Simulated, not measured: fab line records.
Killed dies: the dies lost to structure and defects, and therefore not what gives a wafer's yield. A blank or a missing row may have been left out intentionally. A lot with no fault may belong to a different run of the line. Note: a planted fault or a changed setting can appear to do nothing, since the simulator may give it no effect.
Split-lot experiment -- flow n5_finfet -- 21 wafers read across 7 lots, on a route 1938 steps long

## ON THE SPLIT
At N5_BEOL_M5_VIA_ETCH_34 (etches SiCOH lowk in C4F6/O2, target depth 88.3 nm, time 39.2 s), the setting bias_w was moved away from the recipe's 185 W on 9 of the 21 wafers read, by -13.9% to +5.9%. All remaining wafers had this setting at the recipe value.

The reading comes from the split's own step.

## THE READING
rf_vpp_V, in V, at N5_BEOL_M5_VIA_ETCH_34 (etches SiCOH lowk in C4F6/O2, target depth 88.3 nm, time 39.2 s). On this fab line, fault-free wafers typically give 665 V with a standard deviation of 14 V.

wafer,"tool, chamber at the split","bias_w as run, W",against the recipe,"rf_vpp_V, V",against lot-mates on the recipe
L077.2,"rie_diel-02, 3",166.9,-9.8%,621,-46
L077.3,"rie_diel-02, 0",185,recipe,673,-
L077.4,"rie_diel-02, 1",185,recipe,661,-
L078.2,"rie_diel-04, 0",171.7,-7.2%,633,-50
L078.5,"rie_diel-04, 1",185,recipe,683,-
L078.6,"rie_diel-04, 0",171.7,-7.2%,632,-51
L082.1,"rie_diel-02, 1",185,recipe,661,-
L082.2,"rie_diel-02, 2",159.3,-13.9%,604,-57
L082.5,"rie_diel-02, 3",159.3,-13.9%,597,-64
L088.1,"rie_diel-02, 3",185,recipe,673,-
L088.3,"rie_diel-02, 0",185,recipe,671,-
L088.4,"rie_diel-02, 2",185,recipe,681,-
L089.2,"rie_diel-03, 1",185,recipe,638,-
L089.3,"rie_diel-03, 0",185,recipe,661,-
L089.4,"rie_diel-03, 2",185,recipe,654,-
L094.1,"rie_diel-03, 0",196,+5.9%,693,+39
L094.2,"rie_diel-03, 2",185,recipe,654,-
L094.3,"rie_diel-03, 1",196,+5.9%,665,+11
L096.1,"rie_diel-02, 0",185,recipe,671,-
L096.2,"rie_diel-02, 2",160.3,-13.4%,608,-63
L096.3,"rie_diel-02, 3",160.3,-13.4%,600,-71

FIT RESULTS
A straight line over all 21 wafers: rf_vpp_V changes by +4.29 V for each +1% of bias_w; r = +0.92; the points scatter about the line by 11 V.
The same after taking each lot's own level away (the mean of its wafers on the recipe; 21 wafers): +4.78 V for each +1%; r = +0.96; scatter 8.7 V.
According to that fit, moving bias_w by its largest amount changes the reading by 66 V.
The lots' own levels span 651.0 to 683.0 V, that is 2.3 times the standard deviation above.
In other words, the slope is changed by the lot-to-lot level; the two fits disagree.
Check: -70.6 V against its lot-mates is what the line predicts for one of the wafers moved furthest among these (-13.9%) when that wafer is left out of the fit. It came out at -57 V against them.
Tool readings at the split's step, against how far the setting was moved: rf_vpp_V r = +0.92.

## FURTHER SPLITS ON THESE WAFERS
Other splits were also applied to these wafers ahead of the reading. Each is held against what the fit with the lots' levels taken away leaves over:
other split on the same wafers,wafers away from the commonest value,r with rf_vpp_V (lot level and that fit taken away)
N5_BEOL_M4_COAT_22 spin_rpm,6,+0.43
N5_BEOL_M5_EXPOSE_08 dose_mj,6,+0.14

## THE WHOLE CHAIN: every reading that the file lists as answering this split, in the file's order
step,what it does,reading,change (the file's fit),r (the file's)
N5_BEOL_M5_VIA_ETCH_34,"etches SiCOH lowk in C4F6/O2, target depth 88.3 nm, time 39.2 s",rf_vpp_V,+4.86 V for each +1% of the setting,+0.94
N5_BEOL_M5_VIA_ETCH_34,"etches SiCOH lowk in C4F6/O2, target depth 88.3 nm, time 39.2 s","etch.depth_nm (the simulator's own value, which no gauge read)",+0.295 nm for each +1% of the setting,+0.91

## FILE'S OWN FIT
rf_vpp_V changes by +4.86 V for each +1% of bias_w, r = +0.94.
